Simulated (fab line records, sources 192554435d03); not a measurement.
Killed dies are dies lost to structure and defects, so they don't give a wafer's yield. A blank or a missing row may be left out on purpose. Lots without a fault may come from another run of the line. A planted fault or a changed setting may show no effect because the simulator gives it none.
fab line records | flow n5_finfet
record lots=6 wafers=18 last_day=20
route steps=1938 shown MOL_CONTACT_COAG@530 PASSIVATION@1936
lots that met no fault: from a run of the same line without faults
start_h: hours from the record's first day to the start of the lot's first wafer shown | wait_h: hours since the lot's step before | " the same as in the row above | L1.1+2: a row that stands for several wafers | - no value, or no start given | * or withheld: withheld | < > ~ a bound
route shown NAME@n: a module of which the file shows steps, and the number in the route of the first | usual: mean/standard deviation of fault-free wafers | same: alike in all rows | chamber/n: place in a boat | sites: the reading at each site | _std_site: their standard deviation | _edge_site: outer sites' mean less inner sites' | radius_mm: how far each site lies from the wafer's centre | mask NAME#n: copy n | behind: the tool/chamber that last shaped the wafer | hold: why the lot was held/for how many hours/how that ended | device: the transistor (n, p or np) that didn't switch | end of line: the same wafers' tests at the end of the route | a step without rows: its recipe alone | killed: dies lost to structure and defects at the first sort, not the wafer's yield | map: a wafer's dies, x killed, . not, _ none there
set.NAME: the setting as run; set.NAME@STEP: as run at that earlier step | model.NAME: the simulator's own value behind a step, which no gauge read
lots at some steps of the route; a table a step, a row a wafer
services: from which hour (start_h, from the record's first day; less than 0 if before it) a tool's chamber was out of use, for how many hours, and why
## steps
# step N5_MOL_CONTACT_COAG_ETCH_59
# recipe chemistry=N2/H2 target=underlayer target_depth_a=130 mask_material=CAR-EUV time_s=10.4 ion_energy_ev=200 pressure_mtorr=30 source_w=840 bias_w=150 n2_flow_sccm=200 h2_flow_sccm=200 ends=cleared
# step N5_MOL_CONTACT_COAG_ETCH_105
# recipe chemistry=CF4 target=SiARC target_depth_a=156 mask_material=CAR-EUV time_s=26 ion_energy_ev=80 pressure_mtorr=40 source_w=545 bias_w=36 Ar_flow_sccm=100 cf4_flow_sccm=100 ends=cleared
# usual drypump_motor_current_A=5.6/0.41 etch_rf_on_time_s=25.9/0.77 oes_product_au=0.65/0.054 rf_vpp_V=183.9/1.2 showerhead_plenum_p_Torr=2.12/0.071 throttle_valve_pct=15.63/0.21
# columns lot.wafer tool chamber start_h wait_h drypump_motor_current_A etch_rf_on_time_s oes_product_au rf_hours_counter_h rf_vpp_V showerhead_plenum_p_Torr throttle_valve_pct
L740.2 rie_diel-04 2 147.93 0.0 5.6 24.8 0.78 23 183.9 2.21 15.78
L740.3 " 0 " " 5.8 26.2 0.66 122 184.4 2.13 15.15
L740.5 " 1 " " 6.1 26.4 0.63 - 183.6 2.07 15.93
L741.3 rie_diel-05 2 154.18 0.0 5.3 26.2 0.60 209 185.8 2.21 15.74
L741.5 " 3 " " 5.5 26.4 0.59 - 181.0 2.05 15.61
L741.6 " 2 " " 5.3 26.4 0.60 - 183.7 2.21 15.72
L743.3 rie_diel-01 2 164.19 0.0 5.1 25.6 0.62 200 183.1 2.11 15.69
L743.5 " 1 " " 5.8 26.7 0.69 - 186.2 2.25 15.41
L743.6 " 0 " " 6.3 25.3 0.59 - 185.8 2.20 15.83
L747.2 rie_diel-01 1 192.05 0.0 5.8 27.0 0.66 114 185.5 2.25 15.41
L747.3 " 3 " " 5.0 26.4 0.65 140 182.1 2.06 15.71
L747.6 " 3 " " 5.0 26.6 0.65 - 182.9 2.06 15.73
L751.1 rie_diel-01 1 211.26 0.0 5.8 27.0 0.66 120 185.2 2.24 15.44
L751.3 " 3 " " 5.0 26.9 0.64 146 183.0 2.06 15.74
L751.6 " 2 " " 5.1 25.5 0.61 - 185.1 2.11 15.69
L752.1 rie_diel-05 1 223.62 0.0 6.1 25.0 0.67 147 184.3 2.12 15.82
L752.5 " 2 " " 5.3 26.9 0.59 - 185.2 2.20 15.76
L752.6 " 1 " " 6.2 25.0 0.67 - 184.1 2.12 15.81
# step N5_MOL_CONTACT_COAG_ETCH_106
# recipe chemistry=N2/H2 target=SOC target_depth_a=800 overetch_a=160 mask_material=SiARC temp_c=40 time_s=120 ion_energy_ev=200 pressure_mtorr=30 source_w=840 bias_w=150 n2_flow_sccm=200 h2_flow_sccm=200
# step N5_MOL_CONTACT_COAG_STRIP_107
# recipe chemistry=N2/H2 temp_c=40 n2_flow_sccm=200 h2_flow_sccm=200 rf_frequency_hz=6e+07
# step N5_MOL_CONTACT_COAG_STRIP_108
# recipe chemistry=N2/H2 temp_c=40 n2_flow_sccm=200 h2_flow_sccm=200 rf_frequency_hz=6e+07
# step N5_MOL_CONTACT_COAG_CONTACT_ETCH_14
# recipe chemistry=C4F6/O2 target=SiO2 target_depth_a=275 overetch_a=85 mask_material=SOC pressure_mtorr=30 source_w=370 bias_w=185 Ar_flow_sccm=300 C4F6_flow_sccm=16 O2_flow_sccm=10 time_s=20 ion_energy_ev=259.6
# step N5_MOL_CONTACT_COAG_STRIP_109
# recipe chemistry=C4F6/O2 resist=SiARC rf_frequency_hz=6e+07
# step N5_MOL_CONTACT_COAG_ETCH_15
# recipe chemistry=CH3F/O2 target=SiNx target_depth_a=70 mask_material=SOC stop_on=Si:P over_etch_frac=0.75 ion_energy_ev=120 pressure_mtorr=30 source_w=395 bias_w=73 Ar_flow_sccm=150 CH3F_flow_sccm=30 O2_flow_sccm=20
# step N5_MOL_CONTACT_COAG_ETCH_110
# recipe chemistry=CF4/O2 target=Si target_depth_a=25 time_s=8 pressure_mtorr=100 source_w=200 bias_w=12 ion_energy_ev=60 Ar_flow_sccm=100 cf4_flow_sccm=100 O2_flow_sccm=10
# step N5_MOL_CONTACT_COAG_STRIP_98
# recipe chemistry=N2/H2 power_w=500 temp_c=40 pressure_mtorr=50 rf_frequency_hz=6e+07 overash_fraction=0.3 bias_power_w=8 h2_frac=0.5 n2_flow_sccm=300 h2_flow_sccm=300
# step N5_MOL_CONTACT_COAG_CD_MEAS_99
# recipe target_cd_nm=17.2 polarity=opening
# usual cd_nm=17.0/0.38
# columns lot.wafer tool chamber start_h wait_h cd_nm
L740.2 cd_sem-03 - 148.28 - 17.2
L740.3 " - " " 16.5
L740.5 " - " " 17.0
L741.3 cd_sem-01 - 154.53 - 17.5
L741.5 " - " " 16.8
L741.6 " - " " 17.2
L743.3 cd_sem-01 - 164.53 - 17.2
L743.5 " - " " 17.2
L743.6 " - " " 16.7
L747.2 cd_sem-02 - 192.39 - 16.6
L747.3 " - " " 16.8
L747.6 " - " " 16.6
L751.1 cd_sem-02 - 211.60 - 17.0
L751.3 " - " " 16.7
L751.6 " - " " 16.5
L752.1 cd_sem-03 - 223.96 - 17.5
L752.5 " - " " 17.3
L752.6 " - " " 17.7
# step N5_MOL_CONTACT_COAG_IMPLANT_129
# recipe species=Ge energy_kev=3 dose_cm2=6e+14 tilt_deg=0 rotation_deg=0
# step N5_MOL_CONTACT_COAG_PRECLEAN_111
# recipe chemistry=NF3:NH3 afs_cycles=1 temp_c=30 time_s=20 sublimation_temp_c=180 sublimation_time_s=60 pressure_torr=3 rf_power_w=30
# usual temp_c=30.01/0.11 time_s=20/0
# columns lot.wafer tool chamber start_h wait_h temp_c time_s model.SiNx_of_SPACER0_ALD_07.thk_nm
L740.2 remote_plasma-02 1 148.89 0.5 29.78 13.414 1.4
L740.3 " 1 " " 29.81 13.414 1.4
L740.5 " 1 " " 30.04 13.414 1.4
L741.3 remote_plasma-02 1 154.84 0.2 29.89 13.414 1.4
L741.5 " 1 " " 30.06 13.414 1.4
L741.6 " 1 " " 30.05 13.414 1.4
L743.3 remote_plasma-01 0 165.30 0.6 30.13 20 1
L743.5 " 0 " " 29.97 20 1
L743.6 " 0 " " 30.21 20 1
L747.2 remote_plasma-01 1 192.67 0.2 29.97 20 1
L747.3 " 1 " " 30.02 20 1
L747.6 " 1 " " 30.07 20 1
L751.1 remote_plasma-01 0 211.85 0.2 30.10 20 1.2
L751.3 " 0 " " 30.05 20 1
L751.6 " 0 " " 30.02 20 1.2
L752.1 remote_plasma-02 0 224.27 0.2 29.90 20 1
L752.5 " 0 " " 29.91 20 1
L752.6 " 0 " " 29.87 20 1
# step N5_MOL_CONTACT_COAG_TI_SIL_19
# recipe material=Ti target_thk_a=42 temp_c=200 chamber_pressure_pa=5 power_w=5000 time_s=15
# step N5_MOL_CONTACT_COAG_ALD_20
# recipe material=TiN target_thk_a=15 temp_c=400 ald_precursor_family=TiCl4 ald_co_reactant=NH3 pulse_time_s=1 purge_time_s=3 co_reactant_purge_time_s=2 co_reactant_pulse_time_s=2 ald_cycles=68 pressure_torr=3
# step N5_MOL_CONTACT_COAG_SIL_ANNEAL_21
# recipe temp_c=550 time_s=60 ambient=N2
# usual lamp_power_pct=6.73/0.095 lamp_zone_2_pct=6.73/0.095 wafer_temp_C_max=552.1/0.66
# columns lot.wafer tool chamber start_h wait_h lamp_power_pct lamp_zone_2_pct wafer_temp_C_max
L740.2 rtp_anneal-01 0 149.62 0.2 6.66 6.66 550.7
L740.3 " 0 " " 6.67 6.66 551.6
L740.5 " 0 " " 6.65 6.65 551.0
L741.3 rtp_anneal-01 0 155.60 0.3 6.66 6.67 552.2
L741.5 " 0 " " 6.65 6.66 552.3
L741.6 " 0 " " 6.66 6.66 552.0
L743.3 rtp_anneal-01 0 166.70 0.3 6.66 6.65 551.7
L743.5 " 0 " " 6.65 6.66 551.9
L743.6 " 0 " " 6.66 6.66 552.6
L747.2 rtp_anneal-01 0 193.76 0.2 6.66 6.66 551.6
L747.3 " 0 " " 6.66 6.65 552.2
L747.6 " 0 " " 6.65 6.65 552.0
L751.1 rtp_anneal-02 0 212.81 0.2 6.85 6.85 552.8
L751.3 " 0 " " 6.85 6.86 552.4
L751.6 " 0 " " 6.85 6.85 553.1
L752.1 rtp_anneal-02 0 225.44 0.2 6.85 6.86 552.9
L752.5 " 0 " " 6.85 6.85 553.3
L752.6 " 0 " " 6.85 6.85 553.0
# step N5_MOL_CONTACT_COAG_PRE_CLEAN_141
# recipe gas=H2/He time_s=60 temp_c=300
# step N5_MOL_CONTACT_COAG_SPUTTER_143
# recipe material=Co target_thk_a=25 temp_c=25 chamber_pressure_pa=0.2
# step N5_MOL_CONTACT_COAG_CO_FILL_22
# recipe material=Co target_thk_a=200 temp_c=200 precursor=CCTBA/H2 pressure_torr=30
# step N5_MOL_CONTACT_COAG_ANNEAL_113
# recipe temp_c=400 time_s=300 ambient=H2/N2
# step N5_MOL_CONTACT_COAG_PRE_CLEAN_142
# recipe gas=H2/He time_s=60 temp_c=300
# usual heater_power_w=462/32
# columns lot.wafer tool chamber start_h wait_h heater_power_w
L740.2 pvd_sputter-03 - 152.02 1.0 480
L740.3 " - " " 482
L740.5 " - " " 467
L741.3 pvd_sputter-02 - 159.87 2.5 425
L741.5 " - " " 435
L741.6 " - " " 475
L743.3 pvd_sputter-02 - 170.95 1.8 438
L743.5 " - " " 489
L743.6 " - " " 390
L747.2 pvd_sputter-03 - 197.88 2.1 468
L747.3 " - " " 460
L747.6 " - " " 447
L751.1 pvd_sputter-03 - 217.11 2.6 443
L751.3 " - " " 492
L751.6 " - " " 456
L752.1 pvd_sputter-02 - 231.77 4.0 396
L752.5 " - " " 493
L752.6 " - " " 434
# step N5_MOL_CONTACT_COAG_SPUTTER_130
# recipe material=Co target_thk_a=475 temp_c=25 chamber_pressure_pa=0.5 power_w=3000
# step N5_MOL_CONTACT_COAG_PRECLEAN_125
# recipe chemistry=DIW time_s=57.5 temp_c=23
# step N5_MOL_CONTACT_COAG_SRD_126
# recipe dry_time_s=32 dry=n2_spin spin_rpm=1500
# step N5_MOL_CONTACT_COAG_CMP_23
# recipe stop_on=SiO2 t_overpolish_s=1.5 post_cmp_clean=cu_alkaline down_force_psi=2 platen_rpm=50.289 pad_velocity_m_s=1.0006 target_thk_nm=0
# usual motor_current_A=8.3/0.81 slurry_flow_ml_min=150.1/0.46
# columns lot.wafer tool chamber start_h wait_h motor_current_A slurry_flow_ml_min
L740.2 cmp-03 1 152.27 0.0 8.6 150.3
L740.3 " 2 " " 8.3 150.0
L740.5 " 1 " " 8.4 150.3
L741.3 cmp-04 0 160.15 0.1 8.4 149.9
L741.5 " 3 " " 8.4 150.6
L741.6 " 0 " " 8.6 149.5
L743.3 cmp-03 0 171.23 0.1 8.3 149.9
L743.5 " 3 " " 8.2 150.3
L743.6 " 0 " " 8.7 150.5
L747.3 cmp-03 2 198.12 0.0 8.4 150.2
L747.2 " 3 " " 8.1 149.5
L747.6 " 3 " " 8.0 149.9
L751.1 cmp-04 0 217.39 0.1 8.0 150.7
L751.3 " 1 " " 8.7 150.0
L751.6 " 0 " " 8.0 150.3
L752.1 cmp-03 2 232.22 0.2 8.3 149.9
L752.6 " 3 " " 8.5 150.3
L752.5 " 0 " " 8.1 150.8
# step N5_MOL_CONTACT_COAG_WET_ETCH_26
# recipe target=Co target_depth_nm=13
# columns lot.wafer tool chamber start_h wait_h model.SiNx_of_GATE_CUT_SAC_CAP_01.thk_nm
L740.2 wet_bench-02 7 152.69 0.1 18.6
L740.3 " 1 " " 18.2
L740.5 " 0 " " 18.4
L741.3+6 wet_bench-04 6,1 160.47 0.0 18.4
L741.5 " 4 " " 18.6
L743.3+5 wet_bench-05 6,4 171.84 0.0 18.2
L743.6 " 2 " " 18
L747.2+3+6 wet_bench-05 4,6,5 198.47 0.0 18.2
L751.1+6 wet_bench-04 3,1 217.74 0.0 18
L751.3 " 7 " " 18.2
L752.1 wet_bench-04 3 232.46 0.0 18.6
L752.5 " 6 " " 18.2
L752.6 " 4 " " 18.4
# step N5_MOL_CONTACT_COAG_WET_ETCH_116
# recipe chemistry=SC1-inhibited target_depth_nm=4.6 dry=ipa_marangoni rinse_time_s=30 rinse_temp_c=23
# step N5_MOL_CONTACT_COAG_ALD_27
# recipe material=SiOC target_thk_a=170 temp_c=400 ald_precursor_family=carbosiloxane ald_co_reactant=H2-plasma pulse_time_s=1.5 time_s=2720 purge_time_s=2 co_reactant_purge_time_s=2 ald_cycles=340 pressure_torr=2
# step N5_MOL_CONTACT_COAG_CMP_28
# recipe stop_on=SiNx t_overpolish_s=0.85 post_cmp_clean=alkaline_brush down_force_psi=4.15 platen_rpm=51.8 pad_velocity_m_s=1.0307 target_thk_nm=14.522
# step N5_MOL_CONTACT_COAG_THK_MEAS_29
# recipe reads=SiNx_of_GATE_CUT_PECVD_57+SiNx_of_GATE_CUT_SAC_CAP_01
# usual MD_CAP_THK=17.90/0.13
# columns lot.wafer tool chamber start_h wait_h MD_CAP_THK[nm]
L740.2 film_metro-01 - 155.08 - 18.24
L740.3 " - " " 18.01
L740.5 " - " " 18.11
L741.3 film_metro-01 - 162.81 - 18.18
L741.5 " - " " 18.29
L741.6 " - " " 18.02
L743.3 film_metro-01 - 174.35 - 17.91
L743.5 " - " " 17.98
L743.6 " - " " 17.78
L747.2 film_metro-01 - 200.81 - 17.89
L747.3 " - " " 17.88
L747.6 " - " " 17.95
L751.1 film_metro-01 - 220.08 - 17.73
L751.3 " - " " 18.01
L751.6 " - " " 17.82
L752.1 film_metro-02 - 234.79 - 18.27
L752.5 " - " " 17.91
L752.6 " - " " 18.07
# step N5_MOL_CONTACT_COAG_ALD_123
# recipe material=SiNx target_thk_a=50 temp_c=400 ald_precursor_family=SiH2I2 ald_co_reactant=N2/H2-plasma pulse_time_s=1 purge_time_s=2 co_reactant_purge_time_s=2 ald_cycles=100 pressure_torr=2
# usual heater_power_w=896/110 precursor_pulse_height_rel=1.003/0.019
# same purge_time_s=2
# columns lot.wafer tool chamber start_h wait_h heater_power_w precursor_pulse_height_rel
L740.2 ald_sin-04 2 155.87 0.8 850 1.005
L740.3 " 0 " " 914 1.003
L740.5 " 2 " " 850 0.983
L741.3 ald_sin-03 1 162.84 0.0 811 1.002
L741.5 " 0 " " 781 1.030
L741.6 " 3 " " 919 1.015
L743.3 ald_sin-04 3 174.38 0.0 1032 1.012
L743.5 " 3 " " 1016 1.021
L743.6 " 2 " " 799 0.993
L747.2 ald_sin-04 1 200.84 0.0 1032 1.023
L747.3 " 0 " " 930 1.001
L747.6 " 2 " " 811 1.028
L751.1 ald_sin-02 0 221.02 0.9 691 0.983
L751.3 " 1 " " 910 1.002
L751.6 " 0 " " 690 1.021
L752.1 ald_sin-02 3 235.34 0.5 869 0.985
L752.5 " 0 " " 699 1.040
L752.6 " 3 " " 875 1.006
# step N5_MOL_CONTACT_COAG_PECVD_31
# recipe material=SiO2 target_thk_a=460 temp_c=400 precursor=TEOS/O2 pressure_torr=6.5 rf_w=withheld teos_flow_sccm=withheld gas=O2 flow_sccm=2650 time_s=8.9
# step N5_MOL_CONTACT_COAG_COAT_75
# recipe resist=SOC temp_c=250 time_s=60 spin_rpm=1500 resist_thk_nm=60
# step N5_MOL_CONTACT_COAG_COAT_76
# recipe resist=SiARC temp_c=220 time_s=60 spin_rpm=1500 resist_thk_nm=10
# step N5_MOL_CONTACT_COAG_COAT_77
# recipe resist=underlayer temp_c=205 time_s=60 spin_rpm=1500 resist_thk_nm=10
# step N5_MOL_CONTACT_COAG_COAT_78
# recipe resist=CAR-EUV spin_rpm=1500 resist_thk_nm=40
# step N5_MOL_CONTACT_COAG_EBR_80
# recipe solvent=PGMEA ebr_width_mm=1.5
# step N5_MOL_CONTACT_COAG_SOFTBAKE_79
# recipe temp_c=110 time_s=60 resist=CAR-EUV
# step N5_MOL_CONTACT_COAG_EXPOSE_81
# recipe mask_id=VG na=0.33 source_shape=annular sigma_inner=0.3 sigma_outer=0.7 polarization=unpolarized defocus_nm=0 dose_mj=59.5
# step N5_MOL_CONTACT_COAG_PEB_82
# recipe peb_temp_c=100 peb_time_s=60 resist=CAR-EUV
# step N5_MOL_CONTACT_COAG_ETCH_47
# recipe chemistry=CH3F/O2 target=SiNx target_depth_a=270 mask_material=SiO2 stop_on=W over_etch_frac=0.2 ion_energy_ev=120 endpoint=OES-CN pressure_mtorr=30 source_w=395 bias_w=73 Ar_flow_sccm=150 CH3F_flow_sccm=30 O2_flow_sccm=20 ends=end_point
# usual drypump_motor_current_A=5.6/0.42 etch_rf_on_time_s=31.0/0.68 oes_product_au=0.68/0.055 rf_vpp_V=299/8.3 showerhead_plenum_p_Torr=2.00/0.075 throttle_valve_pct=16.42/0.2
# columns lot.wafer tool chamber start_h wait_h drypump_motor_current_A etch_rf_on_time_s oes_product_au rf_hours_counter_h rf_vpp_V showerhead_plenum_p_Torr throttle_valve_pct model.etch.depth_nm
L740.2 rie_diel-01 2 157.70 0.0 5.1 31.9 0.64 198 293 1.99 16.55 18.21
L740.3 " 1 " " 5.8 31.1 0.72 101 314 2.12 16.20 17.97
L740.5 " 0 " " 6.2 31.1 0.62 - 291 2.07 16.61 18.12
L741.3 rie_diel-01 2 165.08 0.0 5.1 32.3 0.63 201 294 1.99 16.57 18.15
L741.5 " 1 " " 5.8 31.8 0.71 - 315 2.12 16.20 18.21
L741.6 " 0 " " 6.3 31.1 0.62 - 292 2.07 16.61 18.04
L743.3 rie_diel-05 0 176.55 0.0 5.1 30.9 0.66 187 298 1.90 16.23 17.94
L743.5 " 2 " " 5.3 32.0 0.62 - 300 2.08 16.55 17.92
L743.6 " 3 " " 5.4 31.6 0.60 - 293 1.91 16.41 17.74
L747.2 rie_diel-01 2 202.61 0.0 5.1 31.0 0.63 207 293 1.99 16.57 17.88
L747.3 " 0 " " 6.2 30.4 0.61 242 292 2.06 16.63 17.85
L747.6 " 0 " " 6.3 30.5 0.61 - 292 2.07 16.62 17.95
L751.1 rie_diel-01 1 222.70 0.0 5.8 30.9 0.71 125 314 2.11 16.25 17.72
L751.3 " 2 " " 5.1 31.4 0.63 214 294 1.99 16.59 18
L751.6 " 1 " " 5.8 31.2 0.70 - 314 2.11 16.24 17.79
L752.1 rie_diel-04 1 237.16 0.0 6.1 32.0 0.64 194 291 1.92 16.67 18.24
L752.5 " 2 " " 5.6 29.9 0.79 - 298 2.06 16.60 17.91
L752.6 " 3 " " 5.5 30.6 0.69 - 287 1.91 16.39 18.08
# step N5_PASSIVATION_PROBE_49
# usual killed_at_M0_to_M3=36/10 killed_at_M4_up=14/5.2 killed_at_contacts=12/6 killed_at_front_end=37/10 killed_at_other=4/3.3 killed_dies=104/18 killed_open=68/14 killed_short=34/7.4
# same gross_dies=1180 killed_at_back_side=0
# columns lot.wafer tool chamber start_h wait_h killed_at_M0_to_M3 killed_at_M4_up killed_at_contacts killed_at_front_end killed_at_other killed_dies killed_open killed_short
L743.3 prober-01 - 401.30 0.1 30 15 14 48 5 112 76 35
L743.5 prober-01 - 401.40 0.2 30 15 15 41 9 110 71 35
L743.6 prober-01 - 401.45 0.3 36 13 17 25 6 97 67 29
L752.1 prober-01 - 481.79 0.0 13 10 4 29 2 58 41 17
L752.5 prober-01 - 481.99 0.2 16 15 10 31 3 75 51 24
L752.6 prober-01 - 482.04 0.3 27 15 6 32 3 83 55 28
# killed by level:class
L743.3 BEOL_M0_SAQP:geometric_particle:open=15 MOL_CONTACT_COAG:geometric_particle:open=12 FIN_SAQP:geometric_particle:open=11 FIN_SAQP:geometric_particle:short=11 BEOL_M4:geometric_particle:open=8 STI_FIN_REVEAL:geometric_particle:open=8 BEOL_M0_SAQP:geometric_particle:short=8 GATE_CUT:geometric_particle:short=4
L743.5 MOL_CONTACT_COAG:geometric_particle:open=12 STI_FIN_REVEAL:geometric_particle:open=10 BEOL_M0_SAQP:geometric_particle:short=9 FIN_SAQP:geometric_particle:open=8 BEOL_M0_SAQP:geometric_particle:open=8 FIN_SAQP:geometric_particle:short=5 STI_FIN_REVEAL:geometric_particle:short=5 BEOL_M3:geometric_particle:open=5
L743.6 MOL_CONTACT_COAG:geometric_particle:open=16 BEOL_M0_SAQP:geometric_particle:short=12 BEOL_M0_SAQP:geometric_particle:open=12 BEOL_M4:geometric_particle:open=9 BEOL_M3:geometric_particle:open=8 GATE_CUT:geometric_particle:short=4 STI_FIN_REVEAL:geometric_particle:open=3 STARTING-WAFER:geometric_particle:short=3
L752.1 DUMMY_GATE:geometric_particle:open=9 BEOL_M3:geometric_particle:open=6 FIN_SAQP:geometric_particle:open=5 FIN_SAQP:geometric_particle:short=5 BEOL_M4:geometric_particle:open=4 MOL_CONTACT_COAG:geometric_particle:open=3 STARTING-WAFER:geometric_particle:open=3 DUMMY_GATE:geometric_particle:short=2
L752.5 MOL_CONTACT_COAG:geometric_particle:open=8 STI_FIN_REVEAL:geometric_particle:open=5 BEOL_M3:geometric_particle:open=5 FIN_SAQP:geometric_particle:short=4 DUMMY_GATE:geometric_particle:open=4 BEOL_M0_SAQP:geometric_particle:open=4 BEOL_M7:geometric_particle:open=4 STARTING-WAFER:geometric_particle:short=4
L752.6 BEOL_M2:geometric_particle:open=8 MOL_CONTACT_COAG:geometric_particle:open=6 FIN_SAQP:geometric_particle:short=5 STI_FIN_REVEAL:geometric_particle:open=5 DUMMY_GATE:geometric_particle:open=5 BEOL_M0_SAQP:geometric_particle:short=5 STARTING-WAFER:geometric_particle:short=4 BEOL_M3:geometric_particle:open=4
## services
# columns tool chamber start_h hours kind
cmp-04 - 125.71 4.0 pm
cmp-04 - 129.71 - consumable_replace:conditioner
cmp-04 - 129.71 - consumable_replace:pad
ald_sin-02 0 137.06 5.4 repair
ald_sin-02 3 141.38 19.9 repair
rie_diel-01 2 171.91 16.9 repair
cmp-04 - 177.98 9.0 pm
rie_diel-04 2 196.85 3.7 repair
cmp-03 - 204.67 4.0 pm
cmp-03 - 208.67 - consumable_replace:conditioner
cmp-03 - 208.67 - consumable_replace:pad
cmp-03 - 216.66 0.9 repair
rie_diel-01 0 223.62 - clean
rie_diel-01 0 223.62 - consumable_replace:focus_ring
rie_diel-01 0 223.62 32.8 scheduled_down
rie_diel-01 0 223.62 32.8 vent_cycle
## key
first_sign step=N5_MOL_CONTACT_COAG_PRECLEAN_111 reading=time_s direction=down sigmas=99+ usual=* struck=*
effect step=N5_MOL_CONTACT_COAG_THK_MEAS_29 reading=MD_CAP_THK direction=up sigmas=1.9 usual=17.90 struck=18.14
model_effect step=N5_MOL_CONTACT_COAG_PRECLEAN_111 value=SiNx_of_SPACER0_ALD_07.thk_nm without=1.067 struck=1.4
model_effect step=N5_MOL_CONTACT_COAG_WET_ETCH_26 value=SiNx_of_GATE_CUT_SAC_CAP_01.thk_nm without=18.17 struck=18.43
model_effect step=N5_MOL_CONTACT_COAG_ETCH_47 value=etch.depth_nm without=17.89 struck=18.12
met_at N5_MOL_CONTACT_COAG_PRECLEAN_111
struck_wafers L740.2,L740.3,L740.5,L741.3,L741.5,L741.6
tester_left_out L740,L741
fault kind=process_parameter_drift tool=remote_plasma-02 chamber=1 onset_h=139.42 steps=N5_MOL_CONTACT_COAG_PRECLEAN_111 channel=time_s offset=* shape=step end_h=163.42 acts_in=* stated=*
# tester_left_out: of these lots the tester's yield and bins aren't shown, on N5 and GAA mostly nor the transistor test; their killed dies are dies lost to structure and defects alone, not to doping, threshold or leakage, so they don't give the yield
